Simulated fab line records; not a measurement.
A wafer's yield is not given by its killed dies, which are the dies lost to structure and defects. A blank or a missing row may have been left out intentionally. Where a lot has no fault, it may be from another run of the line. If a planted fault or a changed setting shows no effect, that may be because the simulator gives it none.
Chamber matching / flow nandHarc / 4 sister chambers for NHARC_P_BONDPAD_CMP_32 on cmp-03
The step polishes SiCN, target thk 200 nm. 4 wafers are shown with their chamber, then 8 later ones without.

WAFERS WITH THEIR CHAMBER
wafer=L082.4; chamber=1; motorCurrentA (A)=10.5
wafer=L086.3; chamber=3; motorCurrentA (A)=10.6
wafer=L086.4; chamber=0; motorCurrentA (A)=14.7
wafer=L088.1; chamber=2; motorCurrentA (A)=11.9

WAFERS WITH NO CHAMBER GIVEN
wafer=L088.4; motorCurrentA (A)=10.8
wafer=L088.5; motorCurrentA (A)=12.0
wafer=L089.1; motorCurrentA (A)=11.6
wafer=L089.3; motorCurrentA (A)=10.9
wafer=L089.6; motorCurrentA (A)=13.8
wafer=L092.1; motorCurrentA (A)=10.8
wafer=L092.3; motorCurrentA (A)=10.9
wafer=L092.6; motorCurrentA (A)=11.2

WHICH CHAMBER EACH ONE RAN IN
wafer=L088.4; from the rows above=can't be placed: 3 or 1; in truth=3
wafer=L088.5; from the rows above=2; in truth=2
wafer=L089.1; from the rows above=can't be placed: 2 or 3 or 1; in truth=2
wafer=L089.3; from the rows above=can't be placed: 3 or 1 or 2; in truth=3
wafer=L089.6; from the rows above=0; in truth=0
wafer=L092.1; from the rows above=can't be placed: 3 or 1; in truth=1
wafer=L092.3; from the rows above=can't be placed: 3 or 1 or 2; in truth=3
wafer=L092.6; from the rows above=can't be placed: 3 or 1 or 2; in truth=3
Placed correctly: 2 of 8. Not placeable from these rows: 6 (in 6, the candidates include the true chamber). 0 placed wrongly.
How it was worked out, from the rows above alone: a wafer's distance from a chamber is the root of the sum, over the readings, of the square of ((its reading less the chamber's mean) divided by the reading's scatter). If the next closest chamber is less than 2 further off than the closest, the wafer can't be placed; otherwise it belongs to the closest. For every chamber, the mean is computed from those of its wafers that are shown. The scatter: root of mean squared gap, hidden wafer to nearest shown wafer, with one shown wafer a chamber.
